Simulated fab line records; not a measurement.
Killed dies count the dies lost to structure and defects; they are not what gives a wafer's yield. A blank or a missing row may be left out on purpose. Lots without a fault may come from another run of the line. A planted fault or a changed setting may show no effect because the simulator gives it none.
fab line records ; flow nandHarc
record lots=7; wafers=21; lastDay=24
route steps=1159 shown A_ZERO_WELL@412 A_SOURCE_PLATE@413 A_ONON_D1@424 END@1159
lots that met no fault: from a run of the same line without faults
startH: hours from the record's opening day to when the first of the lot's shown wafers began ; waitH: hours since the lot's step before ; " as in the row above ; L1.1+2: a row that stands for several wafers ; - either no value or no given start ; * or withheld: withheld ; < > ~ a bound
route shown NAME@n: a module of which the file shows steps, and the number in the route of the first ; usual: the fault-free wafers' mean and standard deviation ; same: alike in all rows ; chamber/n: place in a boat ; sites: readings site by site ; _std_site: the standard deviation of these ; _edge_site: inner sites' mean taken away from outer sites' mean ; radiusMm: for every site, how far away it sits from the centre of the wafer ; mask NAME#n: copy n ; behind: the most recent tool/chamber to have shaped the wafer ; hold: why the lot was held/for how many hours/how that ended ; device: whichever transistor did not switch (one of n, p or np) ; end of line: tests run on the same wafers once the route is complete ; for a step that has no rows: nothing shown but its recipe ; killed: the dies lost at the first sort to structure and to defects; this is not the yield of the wafer ; map: a wafer's dies, x killed, . not, _ none there
set.NAME: setting as actually run; set.NAME@STEP: the setting as run at that earlier step ; model.NAME: the simulator's own value behind a step, which no gauge read
lots at some steps of the route; a table a step, a row a wafer
services: the hour from which a tool's chamber was out of use, counted from the record's first day as startH (under 0 if before that day), plus the number of hours and why
## steps
# step NHARC_A_ZERO_WELL_INSPECT_17
# usual rawDefectCount=11/5.4
lot.wafer;tool;chamber;startH;waitH;rawDefectCount
L725.2;defectInspect-02;-;160.79;0.1;9
L725.4;defectInspect-02;-;160.79;0.1;14
L725.6;defectInspect-02;-;160.79;0.1;4
L730.3;defectInspect-01;-;179.48;0.1;13
L730.5;defectInspect-01;-;179.48;0.1;9
L730.6;defectInspect-01;-;179.48;0.1;12
L731.4;defectInspect-01;-;192.90;0.1;4
L731.5;defectInspect-01;-;192.90;0.1;2
L731.6;defectInspect-01;-;192.90;0.1;6
L739.2;defectInspect-02;-;239.11;0.1;10
L739.3;defectInspect-02;-;239.11;0.1;14
L739.6;defectInspect-02;-;239.11;0.1;13
L742.1;defectInspect-01;-;255.70;0.2;7
L742.3;defectInspect-01;-;255.70;0.2;6
L742.6;defectInspect-01;-;255.70;0.2;10
L743.2;defectInspect-02;-;261.02;0.1;15
L743.3;defectInspect-02;-;261.02;0.1;6
L743.6;defectInspect-02;-;261.02;0.1;13
L745.4;defectInspect-02;-;264.81;0.1;12
L745.5;defectInspect-02;-;264.81;0.1;13
L745.6;defectInspect-02;-;264.81;0.1;9
# step NHARC_A_SOURCE_PLATE_PRECLEAN_00
# recipe timeS=60; chemistry=HF-LAST
# step NHARC_A_SOURCE_PLATE_SRD_01
# step NHARC_A_SOURCE_PLATE_OXIDE_02
# recipe targetThkA=100; tempC=900; oxTimeS=1362; material=SiO2
# step NHARC_A_SOURCE_PLATE_THK_MEAS_09
# recipe thkMeasGauge=ellipsometry
# usual thkNm=9.7/1.1
lot.wafer;tool;chamber;startH;waitH;thkNm
L725.2;filmMetro-01;-;166.04;0.4;9.6
L725.4;filmMetro-01;-;166.04;0.4;9.7
L725.6;filmMetro-01;-;166.04;0.4;8.5
L730.3;filmMetro-02;-;185.72;0.4;9.9
L730.5;filmMetro-02;-;185.72;0.4;11.1
L730.6;filmMetro-02;-;185.72;0.4;10.1
L731.4;filmMetro-02;-;199.73;0.4;8.6
L731.5;filmMetro-02;-;199.73;0.4;10.7
L731.6;filmMetro-02;-;199.73;0.4;10.7
L739.2;filmMetro-01;-;248.60;0.4;9.9
L739.3;filmMetro-01;-;248.60;0.4;9.7
L739.6;filmMetro-01;-;248.60;0.4;9.2
L742.1;filmMetro-01;-;264.76;0.4;8.4
L742.3;filmMetro-01;-;264.76;0.4;9.6
L742.6;filmMetro-01;-;264.76;0.4;9.4
L743.2;filmMetro-01;-;268.40;0.4;10.4
L743.3;filmMetro-01;-;268.40;0.4;12.4
L743.6;filmMetro-01;-;268.40;0.4;10.5
L745.4;filmMetro-01;-;271.96;0.4;9.8
L745.5;filmMetro-01;-;271.96;0.4;9.0
L745.6;filmMetro-01;-;271.96;0.4;9.3
# step NHARC_A_SOURCE_PLATE_PVD_04
# recipe targetThkA=500; material=WSi2
# step NHARC_A_SOURCE_PLATE_CVD_03
# recipe targetThkA=2000; tempC=620; pressureMtorr=200; timeS=4000; material=poly-Si
# step NHARC_A_SOURCE_PLATE_ANNEAL_05
# recipe tempC=850; timeS=1800
# step NHARC_A_SOURCE_PLATE_THK_MEAS_06
# recipe thkMeasGauge=ellipsometry
# usual thkNm=200.2/2.1
lot.wafer;tool;chamber;startH;waitH;thkNm
L725.2;filmMetro-02;-;179.12;0.4;198.0
L725.4;filmMetro-02;-;179.12;0.4;199.3
L725.6;filmMetro-02;-;179.12;0.4;200.6
L730.3;filmMetro-01;-;198.49;0.4;200.2
L730.5;filmMetro-01;-;198.49;0.4;198.6
L730.6;filmMetro-01;-;198.49;0.4;203.6
L731.4;filmMetro-02;-;212.73;0.4;198.8
L731.5;filmMetro-02;-;212.73;0.4;199.9
L731.6;filmMetro-02;-;212.73;0.4;202.2
L739.2;filmMetro-01;-;261.66;0.4;203.1
L739.3;filmMetro-01;-;261.66;0.4;205.9
L739.6;filmMetro-01;-;261.66;0.4;205.3
L742.1;filmMetro-02;-;277.57;0.4;201.1
L742.3;filmMetro-02;-;277.57;0.4;203.9
L742.6;filmMetro-02;-;277.57;0.4;200.8
L743.2;filmMetro-02;-;281.71;0.4;199.0
L743.3;filmMetro-02;-;281.71;0.4;198.3
L743.6;filmMetro-02;-;281.71;0.4;200.0
L745.4;filmMetro-02;-;285.14;0.4;200.5
L745.5;filmMetro-02;-;285.14;0.4;201.2
L745.6;filmMetro-02;-;285.14;0.4;201.1
# step NHARC_A_SOURCE_PLATE_INSPECT_08
# usual rawDefectCount=63/24
lot.wafer;tool;chamber;startH;waitH;rawDefectCount
L725.2;defectInspect-01;-;179.21;0.0;39
L725.4;defectInspect-01;-;179.21;0.0;87
L725.6;defectInspect-01;-;179.21;0.0;43
L730.3;defectInspect-02;-;198.55;0.0;91
L730.5;defectInspect-02;-;198.55;0.0;97
L730.6;defectInspect-02;-;198.55;0.0;124
L731.4;defectInspect-01;-;212.82;0.0;68
L731.5;defectInspect-01;-;212.82;0.0;71
L731.6;defectInspect-01;-;212.82;0.0;65
L739.2;defectInspect-01;-;261.75;0.0;44
L739.3;defectInspect-01;-;261.75;0.0;49
L739.6;defectInspect-01;-;261.75;0.0;39
L742.1;defectInspect-01;-;277.66;0.0;140
L742.3;defectInspect-01;-;277.66;0.0;23
L742.6;defectInspect-01;-;277.66;0.0;37
L743.2;defectInspect-02;-;281.77;0.0;67
L743.3;defectInspect-02;-;281.77;0.0;29
L743.6;defectInspect-02;-;281.77;0.0;60
L745.4;defectInspect-01;-;285.20;0.0;71
L745.5;defectInspect-01;-;285.20;0.0;65
L745.6;defectInspect-01;-;285.20;0.0;61
# step NHARC_A_ONON_D1_DEP_00
# recipe targetThkA=10000; n2FlowSccm=2750; n2oFlowSccm=2000; nh3FlowSccm=500; sih4FlowSccm=210; tempC=400
# usual n2FlowSccm=2749/7.4
lot.wafer;tool;chamber;startH;waitH;n2FlowSccm
L725.2;pecvdOnon-02;0;179.33;0.1;2763
L725.4;pecvdOnon-02;0;179.33;0.1;2757
L725.6;pecvdOnon-02;0;179.33;0.1;2744
L730.3;pecvdOnon-03;0;198.73;0.2;2750
L730.5;pecvdOnon-03;0;198.73;0.2;2759
L730.6;pecvdOnon-03;0;198.73;0.2;2753
L731.4;pecvdOnon-02;0;213.06;0.2;2760
L731.5;pecvdOnon-02;0;213.06;0.2;2749
L731.6;pecvdOnon-02;0;213.06;0.2;2759
L739.2;pecvdOnon-03;0;261.97;0.2;2749
L739.3;pecvdOnon-03;0;261.97;0.2;2756
L739.6;pecvdOnon-03;0;261.97;0.2;2751
L742.1;pecvdOnon-03;0;277.73;0.1;2751
L742.3;pecvdOnon-03;0;277.73;0.1;2744
L742.6;pecvdOnon-03;0;277.73;0.1;2751
L743.2;pecvdOnon-03;0;281.90;0.1;2743
L743.3;pecvdOnon-03;0;281.90;0.1;2749
L743.6;pecvdOnon-03;0;281.90;0.1;2756
L745.4;pecvdOnon-02;0;285.45;0.2;2745
L745.5;pecvdOnon-02;0;285.45;0.2;2750
L745.6;pecvdOnon-02;0;285.45;0.2;2745
# step NHARC_A_ONON_D1_THK_MEAS_02
# recipe thkMeasGauge=ellipsometry
# usual thkNm=998/7.8
lot.wafer;tool;chamber;startH;waitH;thkNm
L725.2;filmMetro-01;-;179.79;-;1005
L725.4;filmMetro-01;-;179.79;-;1003
L725.6;filmMetro-01;-;179.79;-;1007
L730.3;filmMetro-01;-;199.13;-;989
L730.5;filmMetro-01;-;199.13;-;986
L730.6;filmMetro-01;-;199.13;-;986
L731.4;filmMetro-01;-;213.40;-;1007
L731.5;filmMetro-01;-;213.40;-;1003
L731.6;filmMetro-01;-;213.40;-;1004
L739.2;filmMetro-02;-;262.43;-;997
L739.3;filmMetro-02;-;262.43;-;453
L739.6;filmMetro-02;-;262.43;-;452
L742.1;filmMetro-01;-;278.24;-;992
L742.3;filmMetro-01;-;278.24;-;449
L742.6;filmMetro-01;-;278.24;-;449
L743.2;filmMetro-01;-;282.35;-;1002
L743.3;filmMetro-01;-;282.35;-;459
L743.6;filmMetro-01;-;282.35;-;458
L745.4;filmMetro-01;-;285.78;-;994
L745.5;filmMetro-01;-;285.78;-;993
L745.6;filmMetro-01;-;285.78;-;993
# step NHARC_A_ONON_D1_DEP_03
# recipe targetThkA=10000; n2FlowSccm=2750; n2oFlowSccm=2000; nh3FlowSccm=500; sih4FlowSccm=210; tempC=400
# step NHARC_END_SORT_01
# recipe tempC=25
# usual killedAtArray=27/8.8; killedAtOther=0.4/0.82; killedAtPeriphery=3.1/2.1; killedDies=31/8.8; killedOpen=3.3/2; killedShort=2.0/1.4
# same grossDies=677
lot.wafer;tool;chamber;startH;waitH;killedAtArray;killedAtOther;killedAtPeriphery;killedDies;killedOpen;killedShort
L730.3;prober-01;0;491.79;3.1;28;0;1;29;2;3
L730.5;prober-01;0;493.35;3.6;38;0;3;41;6;2
L730.6;prober-01;0;494.13;3.9;31;0;0;31;3;5
L739.2;prober-02;0;546.80;2.8;18;0;3;21;1;3
L739.3;prober-02;0;547.60;3.1;672;1;4;677;7;3
L739.6;prober-02;0;549.99;4.0;675;2;0;677;3;4
L742.3;prober-02;0;563.18;3.1;673;0;4;677;3;2
L742.6;prober-02;0;565.54;3.9;673;1;3;677;2;2
L743.2;prober-01;0;562.47;2.8;30;0;2;32;0;1
L743.3;prober-01;0;563.27;3.1;672;0;5;677;2;4
L743.6;prober-01;0;565.66;4.0;674;0;3;677;6;3
# killed by level:class
L730.3 A_SLIT:chamberFilmFlake=11 A_SGD_CUT:chamberFilmFlake=4 A_STAIRCASE:chamberFilmFlake=4 A_CHANNEL_HOLE_D1:chamberFilmFlake=2 A_CONTACT:chamberFilmFlake=2 P_CONTACT:geometricParticle:short=1 A_ONON_D1:geometricParticle:short=1 A_CHANNEL_FILL_D1:geometricParticle:short=1
L730.5 A_SLIT:chamberFilmFlake=15 A_CHANNEL_HOLE_D1:chamberFilmFlake=7 A_CONTACT:chamberFilmFlake=5 P_CONTACT:geometricParticle:short=2 A_WL_FILL:geometricParticle:open=2 A_CHANNEL_FILL_D1:chamberFilmFlake=2 P_GATE:geometricParticle:open=1 A_ONON_D1:geometricParticle:open=1
L730.6 A_SLIT:chamberFilmFlake=12 A_CHANNEL_HOLE_D1:chamberFilmFlake=4 A_CONTACT:chamberFilmFlake=3 A_ONON_D1:geometricParticle:short=2 A_SOURCE_PLATE:geometricParticle:open=1 A_ONON_D1:geometricParticle:open=1 A_WL_FILL:geometricParticle:short=1 A_CONTACT:geometricParticle:open=1
L739.2 A_SLIT:chamberFilmFlake=9 A_CHANNEL_HOLE_D1:chamberFilmFlake=3 A_WL_FILL:geometricParticle:short=2 P_GATE:chamberFilmFlake=2 A_SOURCE_PLATE:geometricParticle:short=1 A_M1:geometricParticle:open=1 P_ZERO_WELL:chamberFilmFlake=1 A_STAIRCASE:chamberFilmFlake=1
L739.3 A_ONON_D1:areaDep=641 A_SLIT:chamberFilmFlake=12 A_CHANNEL_HOLE_D1:chamberFilmFlake=5 A_CONTACT:chamberFilmFlake=3 P_GATE:chamberFilmFlake=2 A_CHANNEL_FILL_D1:chamberFilmFlake=2 P_CONTACT:geometricParticle:open=1 P_M0:geometricParticle:open=1
L739.6 A_ONON_D1:areaDep=649 A_SLIT:chamberFilmFlake=10 A_CHANNEL_HOLE_D1:chamberFilmFlake=7 A_STAIRCASE:chamberFilmFlake=2 A_CONTACT:chamberFilmFlake=2 A_ONON_D1:geometricParticle:open=1 A_ONON_D1:geometricParticle:short=1 A_CHANNEL_FILL_D1:geometricParticle:short=1
L743.2 A_CHANNEL_HOLE_D1:chamberFilmFlake=20 A_WL_FILL:chamberFilmFlake=4 A_STAIRCASE:chamberFilmFlake=3 P_M1:chamberFilmFlake=2 A_CONTACT:chamberFilmFlake=2 A_CHANNEL_FILL_D1:geometricParticle:short=1
L742.3 A_ONON_D1:areaDep=643 A_CHANNEL_HOLE_D1:chamberFilmFlake=19 A_CONTACT:chamberFilmFlake=3 P_STI:chamberFilmFlake=2 A_STAIRCASE:chamberFilmFlake=2 A_WL_FILL:chamberFilmFlake=2 P_M1:geometricParticle:open=1 A_CHANNEL_FILL_D1:geometricParticle:open=1
L743.3 A_ONON_D1:areaDep=636 A_CHANNEL_HOLE_D1:chamberFilmFlake=24 A_CONTACT:chamberFilmFlake=3 A_ONON_D1:geometricParticle:short=2 P_GATE:chamberFilmFlake=2 P_M1:chamberFilmFlake=2 A_STAIRCASE:chamberFilmFlake=2 A_WL_FILL:chamberFilmFlake=2
L742.6 A_ONON_D1:areaDep=643 A_CHANNEL_HOLE_D1:chamberFilmFlake=21 A_STAIRCASE:chamberFilmFlake=4 A_WL_FILL:chamberFilmFlake=3 P_GATE:geometricParticle:open=1 P_M1:geometricParticle:open=1 A_WL_FILL:geometricParticle:short=1 A_M1:geometricParticle:short=1
L743.6 A_ONON_D1:areaDep=640 A_CHANNEL_HOLE_D1:chamberFilmFlake=20 A_WL_FILL:chamberFilmFlake=5 A_CONTACT:geometricParticle:open=2 P_CONTACT:geometricParticle:open=1 A_SOURCE_PLATE:geometricParticle:short=1 A_ONON_D1:geometricParticle:open=1 A_CHANNEL_HOLE_D1:geometricParticle:open=1
# map L739.3 (x killed, . not)
____________x____________
_________xxxxxxx_________
_______xxxxxxxxxxx_______
______xxxxxxxxxxxxx______
_____xxxxxxxxxxxxxxx_____
____xxxxxxxxxxxxxxxxx____
____xxxxxxxxxxxxxxxxx____
___xxxxxxxxxxxxxxxxxxx___
___xxxxxxxxxxxxxxxxxxx___
__xxxxxxxxxxxxxxxxxxxxx__
__xxxxxxxxxxxxxxxxxxxxx__
_xxxxxxxxxxxxxxxxxxxxxxx_
_xxxxxxxxxxxxxxxxxxxxxxx_
_xxxxxxxxxxxxxxxxxxxxxxx_
_xxxxxxxxxxxxxxxxxxxxxxx_
_xxxxxxxxxxxxxxxxxxxxxxx_
xxxxxxxxxxxxxxxxxxxxxxxxx
xxxxxxxxxxxxxxxxxxxxxxxxx
xxxxxxxxxxxxxxxxxxxxxxxxx
xxxxxxxxxxxxxxxxxxxxxxxxx
xxxxxxxxxxxxxxxxxxxxxxxxx
_xxxxxxxxxxxxxxxxxxxxxxx_
_xxxxxxxxxxxxxxxxxxxxxxx_
_xxxxxxxxxxxxxxxxxxxxxxx_
_xxxxxxxxxxxxxxxxxxxxxxx_
_xxxxxxxxxxxxxxxxxxxxxxx_
__xxxxxxxxxxxxxxxxxxxxx__
__xxxxxxxxxxxxxxxxxxxxx__
___xxxxxxxxxxxxxxxxxxx___
___xxxxxxxxxxxxxxxxxxx___
____xxxxxxxxxxxxxxxxx____
____xxxxxxxxxxxxxxxxx____
_____xxxxxxxxxxxxxxx_____
______xxxxxxxxxxxxx______
_______xxxxxxxxxxx_______
_________xxxxxxx_________
____________x____________
# map L742.3 (x killed, . not)
____________x____________
_________xxxxxxx_________
_______xxxxxxxxxxx_______
______xxxxxxxxxxxxx______
_____xxxxxxxxxxxxxxx_____
____xxxxxxxxxxxxxxxxx____
____xxxxxxxxxxxxxxxxx____
___xxxxxxxxxxxxxxxxxxx___
___xxxxxxxxxxxxxxxxxxx___
__xxxxxxxxxxxxxxxxxxxxx__
__xxxxxxxxxxxxxxxxxxxxx__
_xxxxxxxxxxxxxxxxxxxxxxx_
_xxxxxxxxxxxxxxxxxxxxxxx_
_xxxxxxxxxxxxxxxxxxxxxxx_
_xxxxxxxxxxxxxxxxxxxxxxx_
_xxxxxxxxxxxxxxxxxxxxxxx_
xxxxxxxxxxxxxxxxxxxxxxxxx
xxxxxxxxxxxxxxxxxxxxxxxxx
xxxxxxxxxxxxxxxxxxxxxxxxx
xxxxxxxxxxxxxxxxxxxxxxxxx
xxxxxxxxxxxxxxxxxxxxxxxxx
_xxxxxxxxxxxxxxxxxxxxxxx_
_xxxxxxxxxxxxxxxxxxxxxxx_
_xxxxxxxxxxxxxxxxxxxxxxx_
_xxxxxxxxxxxxxxxxxxxxxxx_
_xxxxxxxxxxxxxxxxxxxxxxx_
__xxxxxxxxxxxxxxxxxxxxx__
__xxxxxxxxxxxxxxxxxxxxx__
___xxxxxxxxxxxxxxxxxxx___
___xxxxxxxxxxxxxxxxxxx___
____xxxxxxxxxxxxxxxxx____
____xxxxxxxxxxxxxxxxx____
_____xxxxxxxxxxxxxxx_____
______xxxxxxxxxxxxx______
_______xxxxxxxxxxx_______
_________xxxxxxx_________
____________x____________
## services
tool;chamber;startH;hours;kind
pecvdOnon-03;-;246.56;2.9;repair
## key
firstSign step=NHARC_A_ONON_D1_THK_MEAS_02; reading=thkNm; direction=down; sigmas=70; usual=998; struck=453
effect step=NHARC_END_SORT_01; reading=killedDies; direction=up; sigmas=73; usual=31; struck=677
moreKillsBornAt NHARC_A_ONON_D1_DEP_00@pecvdOnon-03=3852
metAt NHARC_A_ONON_D1_DEP_00
struckWafers L739.3,L739.6,L742.3,L742.6,L743.3,L743.6
laterRowsLeftOut L739.3,L739.6,L742.3,L742.6,L743.3,L743.6
testerLeftOut L739,L742,L743
onsetBetween 198.73 261.97
fault kind=processParameterDrift; tool=pecvdOnon-03; chamber=-; onsetH=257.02; steps=NHARC_A_ONON_D1_DEP_00; channel=targetThkA; offset=*; shape=step; endH=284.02; scope=struckWafersOnly; actsIn=*; stated=*
# testerLeftOut: of these lots the tester's yield and bins aren't shown, on N5 and GAA mostly nor the transistor test; their killed dies are dies lost to structure and defects alone, not to doping, threshold or leakage, so they don't give the yield
# laterRowsLeftOut: the simulator's readings of these wafers behind a module that went badly wrong aren't trusted and aren't shown, but for the sort
